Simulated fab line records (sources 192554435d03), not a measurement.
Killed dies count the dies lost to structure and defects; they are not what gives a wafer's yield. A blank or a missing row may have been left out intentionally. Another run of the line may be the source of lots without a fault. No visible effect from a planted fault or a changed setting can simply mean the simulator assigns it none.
Which of the tools did it? + flow n5 finfet + 8 lots with 24 wafers sampled at 8 steps, on a route of 1938 steps

== WHAT THE GAUGES SHOWED, per wafer ==
N5_BEOL_M4_RC_MEAS_101. Usual: DIBL_N 37.2 mV/V, standard deviation 2.5; DIBL_P 38 mV/V, standard deviation 3; IOFF_N 0.17 nA/um, standard deviation 0.044; IOFF_P 0.24 nA/um, standard deviation 0.059; ION_N 667 uA/um, standard deviation 13; ION_P 461 uA/um, standard deviation 7.9; SS_N 71.8 mV/dec, standard deviation 0.86; SS_P 73.6 mV/dec, standard deviation 0.92; VT_N 250 mV, standard deviation 4.1; VT_P -249 mV, standard deviation 3.9.
| lot  | measured     | on        | DIBL_N (mV/V)  | DIBL_P (mV/V) | IOFF_N (nA/um) | IOFF_P (nA/um) | ION_N (uA/um) | ION_P (uA/um) | SS_N (mV/dec)  | SS_P (mV/dec)  | VT_N (mV)   | VT_P (mV)      | flag |
|------|--------------|-----------|----------------|---------------|----------------|----------------|---------------|---------------|----------------|----------------|-------------|----------------|------|
| L366 | day 8 07:10  | prober-01 | 39.1 36.4 34.9 | 38 37 35      | 0.18 0.15 0.12 | 0.21 0.22 0.18 | 668 665 660   | 455 457 452   | 71.8 71.4 71.3 | 73.7 73.9 73.1 | 252 250 252 | -252 -252 -254 |      |
| L371 | day 9 20:43  | prober-01 | 38.4 37.4 39.7 | 38 38 40      | 0.17 0.16 0.20 | 0.24 0.23 0.29 | 684 667 682   | 465 460 475   | 71.6 72.3 72.5 | 74.1 73.9 74.6 | 251 254 248 | -251 -250 -246 |      |
| L372 | day 9 22:03  | prober-01 | 30.9 34.6 34.8 | 31 35 35      | 0.08 0.12 0.13 | 0.13 0.18 0.18 | 630 668 656   | 442 462 452   | 70.1 70.9 70.5 | 71.6 72.9 73.3 | 263 254 252 | -256 -254 -253 |      |
| L376 | day 10 17:22 | prober-01 | 38.9 35.6 34.8 | 40 37 35      | 0.23 0.16 0.14 | 0.27 0.22 0.18 | 681 665 657   | 462 454 449   | 73.0 72.6 71.6 | 74.5 73.7 72.8 | 246 251 254 | -250 -251 -253 |      |
| L379 | day 11 13:54 | prober-02 | 34.6 36.5 36.0 | 37 40 38      | 0.16 0.19 0.18 | 0.22 0.27 0.22 | 666 681 671   | 461 469 461   | 71.6 71.9 71.8 | 72.7 73.8 74.0 | 248 246 247 | -247 -246 -251 |      |
| L387 | day 13 20:24 | prober-02 | 33.1 39.4 39.1 | 34 41 41      | 0.11 0.19 0.20 | 0.16 0.26 0.26 | 650 654 675   | 452 452 460   | 71.2 72.3 73.1 | 73.1 74.4 73.7 | 255 251 248 | -253 -251 -250 |      |
| L389 | day 14 02:14 | prober-02 | 32.1 32.5 34.2 | 33 32 36      | 0.11 0.11 0.14 | 0.15 0.15 0.19 | 655 664 672   | 449 453 465   | 70.3 70.4 70.5 | 71.7 72.1 72.6 | 254 255 252 | -254 -256 -251 |      |
| L388 | day 14 03:52 | prober-01 | 39.9 39.3 35.9 | 38 38 33      | 0.18 0.16 0.12 | 0.24 0.25 0.19 | 658 663 657   | 458 462 451   | 72.5 72.0 71.3 | 72.9 73.2 71.8 | 251 253 257 | -249 -246 -251 |      |

N5_BEOL_M7_OVL_MEAS_12. Usual: M7_OVL typically reads 0.1 nm, with standard deviation 0.73.
| lot  | measured     | on         | M7_OVL (nm)    | flag |
|------|--------------|------------|----------------|------|
| L366 | day 9 04:45  | overlay-02 | -0.5 0.1 -0.2  |      |
| L371 | day 10 22:58 | overlay-02 | -0.1 0.1 -0.3  |      |
| L372 | day 11 04:52 | overlay-01 | -0.2 0.0 1.6   |      |
| L376 | day 11 14:52 | overlay-01 | -0.1 1.1 -1.1  |      |
| L379 | day 12 12:37 | overlay-02 | 0.0 -0.3 0.8   |      |
| L387 | day 14 23:28 | overlay-02 | 0.9 1.2 -0.3   |      |
| L389 | day 15 07:11 | overlay-02 | 0.4 0.1 0.5    |      |
| L388 | day 15 07:25 | overlay-01 | -0.3 -0.8 -0.8 |      |

N5_BEOL_M7_OVL_MEAS_29. Usual: V6_OVL typically reads 0.1 nm, with standard deviation 0.59.
| lot  | measured     | on         | V6_OVL (nm)    | flag |
|------|--------------|------------|----------------|------|
| L366 | day 9 07:27  | overlay-02 | 0.9 -0.3 -0.1  |      |
| L371 | day 11 03:36 | overlay-01 | -0.3 -1.5 -0.2 |      |
| L372 | day 11 05:56 | overlay-02 | 0.7 -0.1 0.0   |      |
| L376 | day 11 17:20 | overlay-01 | 0.3 0.3 -0.2   |      |
| L379 | day 12 16:41 | overlay-02 | 1.0 0.2 -0.4   |      |
| L387 | day 15 06:29 | overlay-01 | -0.6 -0.3 -0.6 |      |
| L389 | day 15 08:31 | overlay-02 | 0.5 -0.2 0.3   |      |
| L388 | day 15 08:34 | overlay-01 | 0.0 0.1 0.0    |      |

N5_BEOL_M7_OCD_MEAS_38. Usual: 93.0 nm for trench depth nm, sd 2.2.
| lot  | measured     | on     | trench depth nm (nm) | flag |
|------|--------------|--------|----------------------|------|
| L366 | day 9 07:58  | ocd-01 | 93.8 92.5 94.1       |      |
| L371 | day 11 04:07 | ocd-01 | 93.1 92.0 90.7       |      |
| L372 | day 11 06:28 | ocd-01 | 93.8 96.0 93.8       |      |
| L376 | day 11 17:52 | ocd-01 | 92.4 92.9 96.2       |      |
| L379 | day 12 17:13 | ocd-01 | 92.6 90.1 92.6       |      |
| L387 | day 15 07:00 | ocd-01 | 92.9 - 92.4          |      |
| L389 | day 15 09:02 | ocd-02 | 93.9 93.6 93.8       |      |
| L388 | day 15 09:05 | ocd-01 | 88.4 95.3 89.2       |      |

N5_BEOL_M7_CD_MEAS_35: target cd 40 nm. Usual: 39.7 nm for cd nm, sd 0.76.
| lot  | measured     | on        | cd nm (nm)     | flag |
|------|--------------|-----------|----------------|------|
| L366 | day 9 08:08  | cd sem-02 | 39.9 38.3 39.1 |      |
| L371 | day 11 04:17 | cd sem-03 | 38.7 39.7 38.8 |      |
| L372 | day 11 06:37 | cd sem-01 | 40.1 40.1 38.8 |      |
| L376 | day 11 18:01 | cd sem-01 | 40.1 38.9 38.0 |      |
| L379 | day 12 17:22 | cd sem-02 | 38.1 38.7 40.4 |      |
| L387 | day 15 07:09 | cd sem-02 | 40.6 - 40.2    |      |
| L389 | day 15 09:11 | cd sem-03 | 39.5 39.1 39.9 |      |
| L388 | day 15 09:14 | cd sem-02 | 40.0 39.5 40.5 |      |

== WHICH TOOL RAN EACH LOT (tool, then ch and the chambers of the sampled wafers, then the start) ==
| lot  | N5_BEOL_M7_HM_OPEN_17             | N5_BEOL_M7_ETCH_72                 | N5_BEOL_M7_VIA_ETCH_34             |
|------|-----------------------------------|------------------------------------|------------------------------------|
| L366 | rie metal-03 ch 1, day 9 06:43    | rie diel-01 ch 1,2,3, day 9 07:35  | rie diel-01 ch 1,2,3, day 9 07:44  |
| L371 | rie metal-02 ch 0,1, day 10 23:23 | rie diel-03 ch 1,2,3, day 11 03:44 | rie diel-03 ch 1,2,3, day 11 03:52 |
| L372 | rie metal-02 ch 0, day 11 05:13   | rie diel-03 ch 0,1, day 11 06:04   | rie diel-03 ch 0,1, day 11 06:13   |
| L376 | rie metal-01 ch 0,1, day 11 15:14 | rie diel-03 ch 0,2, day 11 17:28   | rie diel-03 ch 0,2, day 11 17:36   |
| L379 | rie metal-03 ch 0,1, day 12 12:56 | rie diel-05 ch 1,2,3, day 12 16:49 | rie diel-05 ch 1,2,3, day 12 16:58 |
| L387 | rie metal-02 ch 0,1, day 14 23:49 | rie diel-03 ch 0,1,3, day 15 06:36 | rie diel-03 ch 0,1,3, day 15 06:45 |
| L389 | rie metal-01 ch 0,1, day 15 07:31 | rie diel-01 ch 2,3, day 15 08:38   | rie diel-01 ch 2,3, day 15 08:47   |
| L388 | rie metal-03 ch 0,1, day 15 07:49 | rie diel-05 ch 0,1, day 15 08:41   | rie diel-05 ch 0,1, day 15 08:50   |
- N5_BEOL_M7_HM_OPEN_17: chemistry Cl2/BCl3, target TiN, target depth 20 nm, overetch 6 nm.
- N5_BEOL_M7_ETCH_72: etches underlayer in N2/H2, target depth 6.5 nm, time 5.2 s.
- N5_BEOL_M7_VIA_ETCH_34: etches SiCOH lowk in C4F6/O2, target depth 125.5 nm, time 50.5 s.

== WHAT THE TOOLS THEMSELVES READ (means of the sampled wafers that have a number; where no wafer has one, the mark that the record gives instead) ==
N5_BEOL_M7_HM_OPEN_17. Usual: drypump motor current A 5.7 A, standard deviation 0.36; oes product au 0.69 a.u., standard deviation 0.1; throttle valve pct 22.18 %, standard deviation 0.21.
| lot  | tool         | drypump motor current A (A) | oes product au (a.u.) | throttle valve pct (%) | flag |
|------|--------------|-----------------------------|-----------------------|------------------------|------|
| L366 | rie metal-03 | 5.3                         | 0.53                  | 22.39                  |      |
| L371 | rie metal-02 | 5.8                         | 0.62                  | 22.33                  |      |
| L372 | rie metal-02 | 5.8                         | 0.78                  | 22.16                  |      |
| L376 | rie metal-01 | 5.8                         | 0.70                  | 21.88                  |      |
| L379 | rie metal-03 | 5.5                         | 0.75                  | 22.26                  |      |
| L387 | rie metal-02 | 5.8                         | 0.70                  | 22.24                  |      |
| L389 | rie metal-01 | 5.8                         | 0.78                  | 21.76                  |      |
| L388 | rie metal-03 | 5.7                         | 0.68                  | 22.29                  |      |

N5_BEOL_M7_ETCH_72. Usual: drypump motor current A 5.8 A, standard deviation 0.49; etch rf on time s 5.23 s, standard deviation 0.17; oes product au 0.68 a.u., standard deviation 0.064; rf vpp V 523.8 V, standard deviation 2.4; showerhead plenum p Torr 2.53 Torr, standard deviation 0.074; throttle valve pct 17.74 %, standard deviation 0.27.
| lot  | tool        | drypump motor current A (A) | etch rf on time s (s) | oes product au (a.u.) | rf vpp V (V) | showerhead plenum p Torr (Torr) | throttle valve pct (%) | flag |
|------|-------------|-----------------------------|-----------------------|-----------------------|--------------|---------------------------------|------------------------|------|
| L366 | rie diel-01 | 5.6                         | 5.24                  | 0.74                  | 522.7        | 2.50                            | 17.45                  |      |
| L371 | rie diel-03 | 6.3                         | 5.29                  | 0.67                  | 526.0        | 2.59                            | 17.72                  |      |
| L372 | rie diel-03 | 6.4                         | 5.17                  | 0.66                  | 524.2        | 2.53                            | 17.92                  |      |
| L376 | rie diel-03 | 5.9                         | 5.24                  | 0.66                  | 525.5        | 2.56                            | 17.83                  |      |
| L379 | rie diel-05 | 5.6                         | 5.33                  | 0.69                  | 525.1        | 2.55                            | 17.75                  |      |
| L387 | rie diel-03 | 6.4                         | 5.15                  | 0.67                  | 525.3        | 2.58                            | 17.92                  |      |
| L389 | rie diel-01 | 5.5                         | 5.14                  | 0.71                  | 521.5        | 2.47                            | 17.52                  |      |
| L388 | rie diel-05 | 5.4                         | 5.34                  | 0.64                  | 522.2        | 2.47                            | 17.75                  |      |

N5_BEOL_M7_VIA_ETCH_34. Usual: drypump motor current A 5.8 A, standard deviation 0.49; oes_f_703_au 0.79 a.u., standard deviation 0.069; oes product au 0.80 a.u., standard deviation 0.075; rf vpp V 667 V, standard deviation 24; showerhead plenum p Torr 2.85 Torr, standard deviation 0.09; throttle valve pct 20.84 %, standard deviation 0.2.
| lot  | tool        | drypump motor current A (A) | oes_f_703_au (a.u.) | oes product au (a.u.) | rf vpp V (V) | showerhead plenum p Torr (Torr) | throttle valve pct (%) | flag |
|------|-------------|-----------------------------|---------------------|-----------------------|--------------|---------------------------------|------------------------|------|
| L366 | rie diel-01 | 5.6                         | 0.84                | 0.87                  | 666          | 2.84                            | 20.76                  |      |
| L371 | rie diel-03 | 6.3                         | 0.78                | 0.79                  | 663          | 2.90                            | 20.85                  |      |
| L372 | rie diel-03 | 6.4                         | 0.75                | 0.77                  | 686          | 2.82                            | 20.83                  |      |
| L376 | rie diel-03 | 5.9                         | 0.77                | 0.78                  | 666          | 2.86                            | 20.85                  |      |
| L379 | rie diel-05 | 5.6                         | 0.79                | 0.83                  | 682          | 2.86                            | 20.83                  |      |
| L387 | rie diel-03 | 6.4                         | 0.77                | 0.61                  | 676          | 2.88                            | 20.83                  |      |
| L389 | rie diel-01 | 5.5                         | 0.82                | 0.82                  | 663          | 2.82                            | 20.83                  |      |
| L388 | rie diel-05 | 5.4                         | 0.77                | 0.75                  | 634          | 2.76                            | 20.69                  |      |

== THE ANSWER, worked out from the rows above alone ==
Rule: lot off if the mean of its wafers having a number is beyond 3 standard deviations from the usual mean. Also off: a lot with no number at a reading for which 4 or more lots have one. All remaining lots with rows at the step are treated as sound. After the gauges, taken in route order, come the tools' own readings; for these a lot's mean is taken, as printed above. The first step at which some lot is off is used, and at that step the reading that is off furthest; a lot without a number counts as furthest.
Nothing can be told from this: no lot is off at any reading shown.

== WHAT THE SIMULATOR HAD PUT IN ==
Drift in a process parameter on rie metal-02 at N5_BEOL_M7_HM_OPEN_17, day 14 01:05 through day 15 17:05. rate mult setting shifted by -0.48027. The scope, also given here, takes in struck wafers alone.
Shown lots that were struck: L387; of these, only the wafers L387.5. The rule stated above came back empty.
